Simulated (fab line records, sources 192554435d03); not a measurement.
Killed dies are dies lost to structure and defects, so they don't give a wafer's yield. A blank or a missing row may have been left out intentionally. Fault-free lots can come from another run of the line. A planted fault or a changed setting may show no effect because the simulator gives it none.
One fault seen from 2 desks + flow n5 finfet + each desk holds nothing but its own numbers, with what lay behind them at the end

## AT THE TOOL OWNER'S DESK: ald metal-02
The tool's own readings at N5_HKMG_FIN_ALD_71 (deposits TiN, target thk 1 nm, pulse time 1 s, purge time 3 s): means of the sampled wafers that have a number, for each lot that ran on this tool. Any lot whose mean is over 4 standard deviations away from the usual mean is out of limits and marked OUT; that distance is given in the brackets.
Columns: A = heater power w at N5_HKMG_FIN_ALD_71, usual 858 W; B = precursor pulse height rel at N5_HKMG_FIN_ALD_71, usual 1.000; C = susceptor temp C at N5_HKMG_FIN_ALD_71, usual 399.98 C
| lot  | first seen here | A   | B     | C                |
|------|-----------------|-----|-------|------------------|
| L362 | day 4 20:35     | 815 | 1.003 | 399.72           |
| L367 | day 6 01:30     | 851 | 1.000 | 403.28 (+15) OUT |
| L380 | day 9 09:41     | 826 | 1.013 | 400.05           |
| L381 | day 9 10:58     | 833 | 1.018 | 400.12           |
| L383 | day 9 22:20     | 832 | 0.998 | 399.77           |
This desk's verdict: out of limits on L367, starting with L367 at day 6 01:30 (susceptor temp C at N5_HKMG_FIN_ALD_71). Within limits: L362, L380, L381, L383.

## FROM THE METROLOGY DESK
Means of the sampled wafers that have a number, per lot and without regard to the tool the lot ran on: this is what the gauges read. Any lot whose mean is over 4 standard deviations away from the usual mean is out of limits and marked OUT; that distance is given in the brackets. 7 of its 10 readings are shown, namely those furthest out on some lot.
Columns: A = DIBL_P at N5_BEOL_M4_RC_MEAS_101, usual 37.1 mV/V; B = IOFF_N at N5_BEOL_M4_RC_MEAS_101, usual 0.168 nA/um; C = IOFF_P at N5_BEOL_M4_RC_MEAS_101, usual 0.22 nA/um; D = ION_N at N5_BEOL_M4_RC_MEAS_101, usual 679 uA/um; E = ION_P at N5_BEOL_M4_RC_MEAS_101, usual 466 uA/um; F = SS_N at N5_BEOL_M4_RC_MEAS_101, usual 71.7 mV/dec; G = VT_P at N5_BEOL_M4_RC_MEAS_101, usual -250 mV
| lot  | first seen here | A    | B     | C    | D   | E   | F    | G    |
|------|-----------------|------|-------|------|-----|-----|------|------|
| L362 | day 8 13:29     | 36.1 | 0.147 | 0.20 | 675 | 461 | 71.0 | -251 |
| L367 | day 9 15:16     | 37.4 | 0.183 | 0.24 | 691 | 472 | 72.0 | -246 |
| L369 | day 9 17:22     | 38.3 | 0.183 | 0.20 | 680 | 457 | 71.7 | -255 |
| L372 | day 11 00:38    | 40.0 | 0.177 | 0.26 | 674 | 464 | 72.5 | -246 |
| L376 | day 11 22:59    | 37.0 | 0.169 | 0.23 | 687 | 468 | 71.4 | -248 |
| L379 | day 12 11:42    | 36.0 | 0.136 | 0.19 | 666 | 458 | 71.9 | -252 |
| L381 | day 13 00:08    | 37.8 | 0.188 | 0.24 | 698 | 475 | 71.8 | -249 |
| L380 | day 13 06:37    | 36.7 | 0.162 | 0.18 | 679 | 460 | 71.8 | -256 |
| L383 | day 14 02:40    | 36.8 | 0.158 | 0.22 | 674 | 464 | 71.2 | -248 |
This desk's finding: nothing out of limits on any of the 9 lots.

## PUT TOGETHER
The tool owner's desk could have raised an alarm at day 6 01:30, on L367.
The metrology desk saw nothing out of limits.
The metrology desk has L367 on record, within its limits.
The lots listed all ran N5_HKMG_FIN_ALD_71 on ald metal-02.

## WHAT THE SIMULATOR HAD PUT IN
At N5_HKMG_FIN_ALD_71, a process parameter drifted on ald metal-02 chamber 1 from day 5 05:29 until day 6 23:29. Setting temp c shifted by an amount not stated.
Lots struck among those shown: L367.
Time in hours from fault onset to the first out-of-limits reading at each desk: the tool owner's desk, 20.
